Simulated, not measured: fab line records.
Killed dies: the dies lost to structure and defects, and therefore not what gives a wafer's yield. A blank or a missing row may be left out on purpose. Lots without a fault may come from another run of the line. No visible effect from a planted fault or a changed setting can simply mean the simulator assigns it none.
Matching of chambers || flow nand_harc || NHARC_A_STAIRCASE_TRIM_187 on rie_diel-13 has 4 sister chambers
The step chemistry O2, time 211.2 s. 18 wafers are shown with their chamber, then 9 later ones without.

WAFERS, EACH WITH ITS CHAMBER
{"wafer": "L077.2", "chamber": 3, "drypump_motor_current_A (A)": 5.9, "showerhead_plenum_p_Torr (Torr)": 3.58, "rf_vpp_V (V)": 59.2}
{"wafer": "L077.3", "chamber": 1, "drypump_motor_current_A (A)": 6.7, "showerhead_plenum_p_Torr (Torr)": 3.33, "rf_vpp_V (V)": 57.7}
{"wafer": "L077.6", "chamber": 2, "drypump_motor_current_A (A)": 6.0, "showerhead_plenum_p_Torr (Torr)": 3.80, "rf_vpp_V (V)": 58.7}
{"wafer": "L080.3", "chamber": 3, "drypump_motor_current_A (A)": 5.8, "showerhead_plenum_p_Torr (Torr)": 3.57, "rf_vpp_V (V)": 58.3}
{"wafer": "L080.5", "chamber": 2, "drypump_motor_current_A (A)": 6.0, "showerhead_plenum_p_Torr (Torr)": 3.80, "rf_vpp_V (V)": 59.6}
{"wafer": "L080.6", "chamber": 1, "drypump_motor_current_A (A)": 6.7, "showerhead_plenum_p_Torr (Torr)": 3.32, "rf_vpp_V (V)": 57.7}
{"wafer": "L081.1", "chamber": 3, "drypump_motor_current_A (A)": 5.8, "showerhead_plenum_p_Torr (Torr)": 3.57, "rf_vpp_V (V)": 57.9}
{"wafer": "L081.3", "chamber": 0, "drypump_motor_current_A (A)": 5.1, "showerhead_plenum_p_Torr (Torr)": 3.50, "rf_vpp_V (V)": 58.1}
{"wafer": "L081.4", "chamber": 1, "drypump_motor_current_A (A)": 6.6, "showerhead_plenum_p_Torr (Torr)": 3.32, "rf_vpp_V (V)": 58.8}
{"wafer": "L083.1", "chamber": 3, "drypump_motor_current_A (A)": 5.8, "showerhead_plenum_p_Torr (Torr)": 3.56, "rf_vpp_V (V)": 57.7}
{"wafer": "L083.5", "chamber": 2, "drypump_motor_current_A (A)": 6.0, "showerhead_plenum_p_Torr (Torr)": 3.79, "rf_vpp_V (V)": 59.8}
{"wafer": "L083.6", "chamber": 3, "drypump_motor_current_A (A)": 5.8, "showerhead_plenum_p_Torr (Torr)": 3.56, "rf_vpp_V (V)": 58.3}
{"wafer": "L086.1", "chamber": 0, "drypump_motor_current_A (A)": 5.1, "showerhead_plenum_p_Torr (Torr)": 3.49, "rf_vpp_V (V)": 57.6}
{"wafer": "L086.4", "chamber": 2, "drypump_motor_current_A (A)": 6.0, "showerhead_plenum_p_Torr (Torr)": 3.78, "rf_vpp_V (V)": 59.1}
{"wafer": "L086.5", "chamber": 3, "drypump_motor_current_A (A)": 5.8, "showerhead_plenum_p_Torr (Torr)": 3.56, "rf_vpp_V (V)": 58.2}
{"wafer": "L087.1", "chamber": 1, "drypump_motor_current_A (A)": 6.7, "showerhead_plenum_p_Torr (Torr)": 3.31, "rf_vpp_V (V)": 56.1}
{"wafer": "L087.2", "chamber": 2, "drypump_motor_current_A (A)": 6.0, "showerhead_plenum_p_Torr (Torr)": 3.78, "rf_vpp_V (V)": 59.0}
{"wafer": "L087.3", "chamber": 3, "drypump_motor_current_A (A)": 5.8, "showerhead_plenum_p_Torr (Torr)": 3.56, "rf_vpp_V (V)": 59.6}

SIGNATURES (means of the wafers above)
{"reading": "drypump_motor_current_A", "chamber 0": 5.100, "chamber 1": 6.675, "chamber 2": 6.000, "chamber 3": 5.814, "scatter within a chamber": 0.0339}
{"reading": "showerhead_plenum_p_Torr", "chamber 0": 3.4950, "chamber 1": 3.3200, "chamber 2": 3.7900, "chamber 3": 3.5657, "scatter within a chamber": 0.00854}
{"reading": "rf_vpp_V", "chamber 0": 57.850, "chamber 1": 57.575, "chamber 2": 59.240, "chamber 3": 58.457, "scatter within a chamber": 0.732}
Rule: for a wafer and a chamber, the distance is found by dividing, reading by reading, the gap between the wafer's reading and the chamber's mean by the reading's scatter, squaring, summing and taking the root. The wafer belongs to the nearest chamber; if the next one is less than 2 further off, it can't be placed. How the scatter is found: for the shown wafers, subtract from each reading the mean of its chamber, square and add these, divide the total by (wafers less chambers), then take the root.

WAFERS WHOSE CHAMBER IS MISSING
{"wafer": "L092.1", "drypump_motor_current_A (A)": 5.8, "showerhead_plenum_p_Torr (Torr)": 3.55, "rf_vpp_V (V)": 58.2}
{"wafer": "L092.2", "drypump_motor_current_A (A)": 6.7, "showerhead_plenum_p_Torr (Torr)": 3.30, "rf_vpp_V (V)": 57.6}
{"wafer": "L092.5", "drypump_motor_current_A (A)": 6.7, "showerhead_plenum_p_Torr (Torr)": 3.30, "rf_vpp_V (V)": 55.9}
{"wafer": "L095.1", "drypump_motor_current_A (A)": 6.0, "showerhead_plenum_p_Torr (Torr)": 3.77, "rf_vpp_V (V)": 59.2}
{"wafer": "L095.3", "drypump_motor_current_A (A)": 5.1, "showerhead_plenum_p_Torr (Torr)": 3.48, "rf_vpp_V (V)": 58.3}
{"wafer": "L095.4", "drypump_motor_current_A (A)": 5.9, "showerhead_plenum_p_Torr (Torr)": 3.55, "rf_vpp_V (V)": 57.5}
{"wafer": "L096.1", "drypump_motor_current_A (A)": 6.6, "showerhead_plenum_p_Torr (Torr)": 3.30, "rf_vpp_V (V)": 56.7}
{"wafer": "L096.4", "drypump_motor_current_A (A)": 6.6, "showerhead_plenum_p_Torr (Torr)": 3.30, "rf_vpp_V (V)": 56.2}
{"wafer": "L096.6", "drypump_motor_current_A (A)": 5.1, "showerhead_plenum_p_Torr (Torr)": 3.48, "rf_vpp_V (V)": 57.7}

CHAMBER TAKEN BY EACH
{"wafer": "L092.1", "from the rows above": 3, "in truth": 3}
{"wafer": "L092.2", "from the rows above": 1, "in truth": 1}
{"wafer": "L092.5", "from the rows above": 1, "in truth": 1}
{"wafer": "L095.1", "from the rows above": 2, "in truth": 2}
{"wafer": "L095.3", "from the rows above": 0, "in truth": 0}
{"wafer": "L095.4", "from the rows above": 3, "in truth": 3}
{"wafer": "L096.1", "from the rows above": 1, "in truth": 1}
{"wafer": "L096.4", "from the rows above": 1, "in truth": 1}
{"wafer": "L096.6", "from the rows above": 0, "in truth": 0}
Correct placement for 9 of the 9. Not placeable from these rows: 0. 0 placed wrongly.
